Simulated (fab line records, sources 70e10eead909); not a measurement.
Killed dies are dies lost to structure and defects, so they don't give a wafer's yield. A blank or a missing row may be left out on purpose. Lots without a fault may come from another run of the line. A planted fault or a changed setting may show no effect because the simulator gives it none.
fab line records | flow nand_harc | part 2 of 2: steps 25 to 38 of 38
record lots=5 wafers=15 last_day=24
route steps=1159 shown P_STI@88 P_GATE@110
lots that met no fault: from a run of the same line without faults
start_h: hours from the record's first day to the start of the lot's first wafer shown | wait_h: hours since the lot's step before | " the same as in the row above | L1.1+2: a row that stands for several wafers | - no value, or no start given | * or withheld: withheld | < > ~ a bound
route shown NAME@n: a module of which the file shows steps, and the number in the route of the first | usual: mean/standard deviation of fault-free wafers | same: alike in all rows | chamber/n: place in a boat | sites: the reading at each site | _std_site: their standard deviation | _edge_site: outer sites' mean less inner sites' | radius_mm: how far each site lies from the wafer's centre | mask NAME#n: copy n | behind: the tool/chamber that last shaped the wafer | hold: why the lot was held/for how many hours/how that ended | device: the transistor (n, p or np) that didn't switch | end of line: the same wafers' tests at the end of the route | a step without rows: its recipe alone | killed: dies lost to structure and defects at the first sort, not the wafer's yield | map: a wafer's dies, x killed, . not, _ none there
set.NAME: the setting as run; set.NAME@STEP: as run at that earlier step | model.NAME: the simulator's own value behind a step, which no gauge read
lots at some steps of the route; a table a step, a row a wafer
services: from which hour (start_h, from the record's first day; less than 0 if before it) a tool's chamber was out of use, for how many hours, and why
## steps
# step NHARC_P_GATE_OXIDE_02
# recipe target_thk_a=375 temp_c=950 p_h2o_torr=720 ox_time_s=365 material=SiO2
# usual spike_tc_bottom_C=967.8/1.4 tube_center_temp_C=949.98/0.089 zone_power_top_pct=32.2/2.6
# same ox_time_s=365
# columns lot.wafer tool chamber start_h wait_h spike_tc_bottom_C tube_center_temp_C zone_power_top_pct
L083.4 furnace-03 0 128.79 - 966.7 949.95 30.4
L083.5 " 0 " " 967.2 950.01 30.7
L083.6 " 0 " " 967.0 949.81 30.6
L085.1 furnace-05 0 137.07 - 967.8 949.82 36.1
L085.5 " 0 " " 969.1 949.85 35.4
L085.6 " 0 " " 967.3 950.03 35.4
L088.1 furnace-03 0 148.46 - 968.0 949.95 30.0
L088.3 " 0 " " 969.0 949.82 30.4
L088.4 " 0 " " 966.6 949.96 30.7
L089.3 furnace-03 0 166.49 - 967.9 950.09 30.5
L089.4 " 0 " " 968.2 949.98 30.5
L089.5 " 0 " " 968.7 950.11 30.2
L095.3 furnace-03 0 196.42 - 968.1 950.01 30.1
L095.5 " 0 " " 968.4 949.89 30.6
L095.6 " 0 " " 969.0 950.03 30.3
# step NHARC_P_GATE_DEHYDRATE_03
# recipe temp_c=150 time_s=120
# columns lot.wafer tool chamber start_h wait_h
L083.4+5+6 litho_track-05 0 133.34 0.4
L085.1+5+6 litho_track-02 0 141.68 0.4
L088.1+3+4 litho_track-05 0 153.06 0.4
L089.3+4+5 litho_track-05 0 171.03 0.4
L095.3+5+6 litho_track-05 0 201.05 0.4
# step NHARC_P_GATE_HMDS_04
# recipe time_s=30
# columns lot.wafer tool chamber start_h wait_h
L083.4+5+6 litho_track-05 0 - -
L085.1+5+6 litho_track-02 0 - -
L088.1+3+4 litho_track-05 0 - -
L089.3+4+5 litho_track-05 0 - -
L095.3+5+6 litho_track-05 0 - -
# step NHARC_P_GATE_COAT_05
# recipe spin_rpm=4690
# columns lot.wafer tool chamber start_h wait_h
L083.4+5+6 litho_track-05 0 - -
L085.1+5+6 litho_track-02 0 - -
L088.1+3+4 litho_track-05 0 - -
L089.3+4+5 litho_track-05 0 - -
L095.3+5+6 litho_track-05 0 - -
# step NHARC_P_GATE_SOFTBAKE_06
# recipe temp_c=122 time_s=95
# columns lot.wafer tool chamber start_h wait_h
L083.4+5+6 litho_track-05 0 - -
L085.1+5+6 litho_track-02 0 - -
L088.1+3+4 litho_track-05 0 - -
L089.3+4+5 litho_track-05 0 - -
L095.3+5+6 litho_track-05 0 - -
# step NHARC_P_GATE_EBR_07
# columns lot.wafer tool chamber start_h wait_h
L083.4+5+6 litho_track-05 0 - -
L085.1+5+6 litho_track-02 0 - -
L088.1+3+4 litho_track-05 0 - -
L089.3+4+5 litho_track-05 0 - -
L095.3+5+6 litho_track-05 0 - -
# step NHARC_P_GATE_EXPOSE_08
# recipe na=0.6 dose_mj=16.75 mask_id=P_HV
# columns lot.wafer tool chamber start_h wait_h mask
L083.4+5+6 krf_scanner-03 0 133.50 - P_HV#0
L085.1+5+6 krf_scanner-01 0 142.11 - P_HV#0
L088.1+3+4 krf_scanner-03 0 153.36 - P_HV#0
L089.3+4+5 krf_scanner-04 0 171.47 - P_HV#0
L095.3+5+6 krf_scanner-01 0 201.32 - P_HV#0
# step NHARC_P_GATE_PEB_09
# recipe peb_temp_c=118 peb_time_s=85
# columns lot.wafer tool chamber start_h wait_h
L083.4+5+6 litho_track-05 0 133.55 0.0
L085.1+5+6 litho_track-03 0 142.18 0.1
L088.1+3+4 litho_track-02 0 153.43 0.1
L089.3+4+5 litho_track-05 0 171.52 0.1
L095.3+5+6 litho_track-05 0 201.38 0.1
# step NHARC_P_GATE_DEVELOP_10
# recipe time_s=70
# columns lot.wafer tool chamber start_h wait_h
L083.4+5+6 litho_track-05 0 - -
L085.1+5+6 litho_track-03 0 - -
L088.1+3+4 litho_track-02 0 - -
L089.3+4+5 litho_track-05 0 - -
L095.3+5+6 litho_track-05 0 - -
# step NHARC_P_GATE_CD_MEAS_11
# recipe target_cd_nm=1640 landing_energy_ev=500
# usual cd_nm=1640.8/1.8
# columns lot.wafer tool chamber start_h wait_h cd_nm
L083.4 cd_sem-02 0 133.65 - 1642.0
L083.5 " 0 " " 1641.2
L083.6 " 0 " " 1643.7
L085.1 cd_sem-03 0 142.27 - 1636.6
L085.5 " 0 " " 1640.6
L085.6 " 0 " " 1639.9
L088.1 cd_sem-02 0 153.52 - 1642.5
L088.3 " 0 " " 1643.4
L088.4 " 0 " " 1641.9
L089.3 cd_sem-02 0 171.62 - 1642.5
L089.4 " 0 " " 1639.3
L089.5 " 0 " " 1641.3
L095.3 cd_sem-02 0 201.48 - 1640.8
L095.5 " 0 " " 1642.4
L095.6 " 0 " " 1638.6
# step NHARC_P_GATE_HARDBAKE_12
# recipe temp_c=125 time_s=80
# columns lot.wafer tool chamber start_h wait_h
L083.4+5+6 litho_track-05 0 133.73 -
L085.1+5+6 litho_track-03 0 142.35 -
L088.1+3+4 litho_track-03 0 153.60 -
L089.3+4+5 litho_track-05 0 171.70 -
L095.3+5+6 litho_track-02 0 201.56 -
# step NHARC_P_GATE_DESCUM_13
# recipe time_s=3 o2_flow_sccm=200 ar_flow_sccm=0 bias_power_w=0 chemistry=O2
# usual drypump_motor_current_A=5.5/0.38 oes_product_au=1.000/0.01 rf_vpp_V=57.8/0.91 showerhead_plenum_p_Torr=1.91/0.093 throttle_valve_pct=11.311/0.01
# same bias_power_w=0
# columns lot.wafer tool chamber start_h wait_h drypump_motor_current_A oes_product_au rf_hours_counter_h rf_vpp_V showerhead_plenum_p_Torr throttle_valve_pct
L083.4 rie_diel-06 1 133.80 - 5.0 0.996 24 58.9 1.88 11.334
L083.6 " 1 " " 5.0 1.000 - 58.7 1.88 11.303
L083.5 " 2 " " 5.6 1.007 - 58.4 1.78 11.319
L085.1 rie_diel-03 3 142.47 - 5.5 0.985 32 58.6 1.78 11.312
L085.5 " 0 " " 5.5 0.997 - 57.3 1.90 11.309
L085.6 " 1 " " 6.3 1.005 - 57.1 1.98 11.317
L088.1 rie_diel-06 3 153.68 - 6.1 0.990 24 57.9 1.82 11.309
L088.3 " 1 " " 5.0 1.001 33 57.9 1.87 11.304
L088.4 " 2 " " 5.5 1.010 33 56.5 1.78 11.321
L089.4 rie_diel-06 0 171.78 - 5.7 1.001 34 58.5 1.83 11.305
L089.3 " 1 " " 5.0 1.002 39 58.5 1.87 11.328
L089.5 " 0 " " 5.7 1.000 - 56.2 1.83 11.314
L095.3 rie_diel-07 1 201.63 - 5.5 1.010 27 58.5 2.04 11.311
L095.5 " 1 " " 5.5 1.015 - 59.3 2.04 11.313
L095.6 " 2 " " 5.4 1.003 - 59.3 1.97 11.312
# step NHARC_P_GATE_ETCH_14
# recipe target_depth_a=488 chemistry=dHF material=SiO2
# columns lot.wafer tool chamber start_h wait_h
L083.6+5+4 wet_bench-02 3,4,7 133.95 0.1
L085.6+1+5 wet_bench-02 1,4,6 142.57 0.1
L088.4+1+3 wet_bench-09 0,1,3 153.81 0.1
L089.4+5+3 wet_bench-07 1,2,4 171.91 0.1
L095.5+6+3 wet_bench-09 4,5,7 201.78 0.1
# step NHARC_P_GATE_STRIP_15
# recipe time_s=780 temp_c=130 chemistry=SPM
# usual temp_c=130.00/0.13
# columns lot.wafer tool chamber start_h wait_h temp_c
L083.6 wet_bench-02 3 133.99 0.0 129.96
L083.5 " 4 " " 129.91
L083.4 " 7 " " 129.71
L085.6 wet_bench-02 1 142.61 0.0 130.23
L085.1 " 4 " " 130.04
L085.5 " 6 " " 130.04
L088.4 wet_bench-09 0 153.86 0.0 130.21
L088.1 " 1 " " 130.12
L088.3 " 3 " " 130.06
L089.4 wet_bench-07 1 171.95 0.0 129.99
L089.5 " 2 " " 130.04
L089.3 " 4 " " 129.96
L095.5 wet_bench-09 4 201.82 0.0 129.88
L095.6 " 5 " " 130.11
L095.3 " 7 " " 130.00
## services
# columns tool chamber start_h hours kind
wet_bench-09 - 72.00 7.2 repair
rie_diel-01 3 74.66 7.0 repair
krf_scanner-01 - 75.16 0.2 repair
rie_diel-01 0 85.02 2.9 repair
wet_bench-07 - 96.03 8.0 pm
rie_diel-11 2 96.36 15.9 repair
rie_si-03 2 97.60 6.3 repair
rie_diel-06 3 99.58 9.5 repair
furnace-02 - 108.86 26.0 pm
hdpcvd-01 - 111.00 13.0 pm
wet_bench-09 - 112.80 8.0 pm
wet_bench-06 - 129.67 8.0 pm
wet_bench-07 - 137.33 2.7 repair
rie_diel-01 - 137.80 9.0 pm
wet_bench-03 - 146.40 8.0 pm
rie_diel-01 2 148.10 34.4 repair
rie_si-03 - 155.00 9.0 pm
litho_track-02 - 165.00 7.0 pm
rie_diel-01 - 171.93 0.1 repair
wet_bench-06 - 178.44 4.1 repair
wet_bench-02 - 180.00 8.0 pm
rie_si-03 3 181.26 9.9 repair
rie_diel-01 0 186.16 2.2 repair
rie_diel-11 - 189.50 9.0 pm
